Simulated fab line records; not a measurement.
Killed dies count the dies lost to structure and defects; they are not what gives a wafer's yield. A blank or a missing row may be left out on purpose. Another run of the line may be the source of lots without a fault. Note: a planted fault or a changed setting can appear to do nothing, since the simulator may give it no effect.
Matching of chambers    flow nandHarc    NHARC_A_CHANNEL_HOLE_D2_ETCH_38 on rieDiel-04 has 4 sister chambers
The step etches the open film in CF4, target depth 39 nm, time 65 s. 20 wafers are shown with their chamber, then 10 later ones without.

== WAFERS WITH THEIR CHAMBER ==
wafer   chamber  drypumpMotorCurrentA (A)  showerheadPlenumPTorr (Torr)  oesProductAu (a.u.)
L076.1  1        6.3                       1.78                          0.996
L076.2  3        5.4                       1.77                          1.010
L076.4  0        5.8                       1.81                          0.955
L080.1  0        5.8                       1.81                          0.965
L080.2  3        5.4                       1.77                          1.028
L080.6  0        5.8                       1.81                          0.970
L081.2  1        6.2                       1.78                          0.977
L081.3  3        5.3                       1.76                          1.019
L081.6  1        6.3                       1.78                          0.993
L083.1  0        5.8                       1.81                          0.986
L083.2  2        6.2                       1.71                          0.979
L083.3  1        6.3                       1.78                          0.984
L083.4  3        5.4                       1.76                          1.023
L083.5  0        5.8                       1.81                          0.976
L083.6  3        5.4                       1.77                          1.025
L084.2  0        5.8                       1.81                          0.993
L084.4  2        6.2                       1.71                          0.992
L084.6  1        6.3                       1.78                          0.992
L087.2  2        6.2                       1.71                          0.981
L087.4  0        5.8                       1.80                          0.979

SIGNATURES (averages over the wafers above)
reading                chamber 0  chamber 1  chamber 2  chamber 3  scatter within a chamber
drypumpMotorCurrentA   5.800      6.280      6.200      5.380      0.0316
showerheadPlenumPTorr  1.8086     1.7800     1.7100     1.7660     0.00359
oesProductAu           0.97486    0.98840    0.98400    1.02100    0.00975
Rule: for each reading, subtract the chamber's mean from the wafer's reading, divide by that reading's scatter and square the result; add these up over the readings and take the root, which gives the wafer's distance from the chamber. The wafer belongs to the nearest chamber; if the next one is less than 2 further off, it can't be placed. How the scatter is found: for the shown wafers, subtract from each reading the mean of its chamber, square and add these, divide the total by (wafers less chambers), then take the root.

== WAFERS WITH NO CHAMBER GIVEN ==
wafer   drypumpMotorCurrentA (A)  showerheadPlenumPTorr (Torr)  oesProductAu (a.u.)
L087.5  6.3                       1.78                          0.994
L088.1  6.3                       1.78                          0.977
L088.3  5.8                       1.81                          0.979
L088.5  6.3                       1.78                          0.975
L092.1  6.3                       1.78                          0.990
L092.4  6.2                       1.71                          0.979
L092.6  5.8                       1.81                          0.969
L096.2  6.2                       1.71                          0.987
L096.3  5.8                       1.80                          0.993
L096.5  6.2                       1.77                          0.993

== WHICH CHAMBER EACH ONE RAN IN ==
wafer   from the rows above  in truth
L087.5  1                    1
L088.1  1                    1
L088.3  0                    0
L088.5  1                    1
L092.1  1                    1
L092.4  2                    2
L092.6  0                    0
L096.2  2                    2
L096.3  0                    0
L096.5  1                    1
10 of 10 placed correctly. Number that these rows cannot place: 0. 0 placed wrongly.
